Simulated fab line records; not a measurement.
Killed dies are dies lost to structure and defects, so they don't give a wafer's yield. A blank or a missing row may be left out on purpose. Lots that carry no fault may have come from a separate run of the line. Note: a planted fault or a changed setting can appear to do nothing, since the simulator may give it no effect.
Chamber matching | flow n5 finfet | 3 sister chambers for N5_BEOL_M8_PECVD_70 on pecvd-02
The step deposits SiO2 from TEOS/O2, target thk 20 nm, time 22.7 s. 6 wafers are shown with their chamber, then 8 later ones without.

EACH WAFER AND ITS CHAMBER
wafer  | chamber | showerhead plenum p Torr (Torr) | heater power w (W)
L088.4 | 1       | 8.81                            | 717
L088.5 | 0       | 8.70                            | 487
L089.1 | 2       | 8.78                            | 647
L089.3 | 0       | 8.67                            | 550
L089.6 | 1       | 8.81                            | 843
L092.1 | 2       | 8.76                            | 734

WAFERS MISSING THEIR CHAMBER
wafer  | showerhead plenum p Torr (Torr) | heater power w (W)
L092.3 | 8.69                            | 568
L092.6 | 8.71                            | 561
L097.2 | 8.79                            | 734
L097.4 | 8.67                            | 518
L097.6 | 8.78                            | 738
L096.2 | 8.70                            | 564
L096.5 | 8.70                            | 564
L096.6 | 8.77                            | 712

WHICH CHAMBER EACH WENT THROUGH
wafer  | from the rows above     | in truth
L092.3 | 0                       | 0
L092.6 | 0                       | 0
L097.2 | can't be placed: 2 or 1 | 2
L097.4 | 0                       | 0
L097.6 | can't be placed: 2 or 1 | 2
L096.2 | 0                       | 0
L096.5 | 0                       | 0
L096.6 | 2                       | 2
Correct placement for 6 of the 8. Unplaceable from these rows: 2, with the true chamber sitting among the candidates in 2. 0 placed wrongly.
How it was worked out, from the rows above alone: a wafer's distance from a chamber is the root of the sum, over the readings, of the square of ((its reading less the chamber's mean) divided by the reading's scatter). The wafer belongs to the nearest chamber; if the next one is less than 2 further off, it can't be placed. A chamber's mean is the mean of its shown wafers. The scatter: take each reading less its chamber's mean, square it, sum over the shown wafers, divide by the number of wafers less the number of chambers, and take the root.
